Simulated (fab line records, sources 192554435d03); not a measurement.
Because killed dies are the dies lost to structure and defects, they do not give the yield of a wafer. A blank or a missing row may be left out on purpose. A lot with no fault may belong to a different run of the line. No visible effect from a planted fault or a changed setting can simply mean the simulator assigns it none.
Lot-split experiment    flow n5-finfet    on a route of 1938 steps: 7 lots, 21 wafers read

== THE SPLIT ==
At N5_BEOL_M5_TRENCH_ETCH_37 (etches SiCOH lowk in C4F6/O2, target depth 71.652 nm, time 24.7 s), the setting bias-w was moved away from the recipe's 185 W on 9 of the 21 wafers read, by -12.8% to +15.2%. The other wafers ran this setting at the recipe's value.

The reading comes from the split's own step.

== THE READING ==
rf-vpp-V, in V, at N5_BEOL_M5_TRENCH_ETCH_37 (etches SiCOH lowk in C4F6/O2, target depth 71.652 nm, time 24.7 s). On this fab line, fault-free wafers typically give 668 V with a standard deviation of 12 V.

wafer   tool, chamber at the split  bias-w as run, W  against the recipe  rf-vpp-V, V  against lot-mates on the recipe
L076.1  rie-diel-02, 3              185               recipe              643          -
L076.2  rie-diel-02, 2              207.8             +12.3%              742          +99
L076.6  rie-diel-02, 3              185               recipe              643          -
L080.1  rie-diel-02, 3              185               recipe              645          -
L080.2  rie-diel-02, 0              162.6             -12.1%              603          -56
L080.5  rie-diel-02, 1              185               recipe              674          -
L074.4  rie-diel-04, 1              170.8             -7.7%               611          -68
L074.5  rie-diel-04, 0              185               recipe              679          -
L074.6  rie-diel-04, 3              170.8             -7.7%               625          -54
L084.2  rie-diel-04, 1              185               recipe              650          -
L084.3  rie-diel-04, 3              185               recipe              665          -
L084.6  rie-diel-04, 1              185               recipe              650          -
L088.1  rie-diel-06, 2              176.1             -4.8%               641          -34
L088.2  rie-diel-06, 3              185               recipe              675          -
L088.5  rie-diel-06, 0              176.1             -4.8%               636          -39
L093.1  rie-diel-02, 0              185               recipe              679          -
L093.3  rie-diel-02, 2              213.1             +15.2%              754          +75
L093.6  rie-diel-02, 3              213.1             +15.2%              719          +40
L097.1  rie-diel-02, 0              185               recipe              680          -
L097.2  rie-diel-02, 2              161.4             -12.8%              605          -72
L097.6  rie-diel-02, 1              185               recipe              673          -

FIT RESULTS
A straight line over all 21 wafers: rf-vpp-V changes by +5.15 V for each +1% of bias-w; r = +0.94; the points scatter about the line by 14 V.
The same after taking each lot's own level away (the mean of its wafers on the recipe; 21 wafers): +5.36 V for each +1%; r = +0.94; scatter 15 V.
That fit puts the effect of the largest move of bias-w on the reading at 81 V.
Across the lots, their own levels run from 643.0 to 679.0 V, a range of 3.0 times the standard deviation given above.
Hence the lot-to-lot level has little effect on the slope; both slopes agree.
Check: +79.2 V against its lot-mates is what the line predicts for one of the wafers moved furthest among these (+15.2%) when that wafer is left out of the fit. It came out at +75 V against them.
Tool readings at the split's step, against how far the setting was moved: rf-vpp-V r = +0.94.

== OTHER SPLITS APPLIED TO THESE WAFERS ==
Other splits were also applied to these wafers ahead of the reading. Each is held against what the fit with the lots' levels taken away leaves over:
other split on the same wafers  wafers away from the commonest value  r with rf-vpp-V (lot level and that fit taken away)
N5_BEOL_M2_COAT_22 spin-rpm     8                                     -0.04
N5_BEOL_M2_DESCUM_33 time-s     4                                     -0.20
N5_BEOL_M5_ETCH_62 source-w     9                                     -0.22
N5_BEOL_M5_COAT_66 spin-rpm     5                                     -0.09

== THE FILE'S OWN FIT ==
rf-vpp-V changes by +5.59 V for each +1% of bias-w, r = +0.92.
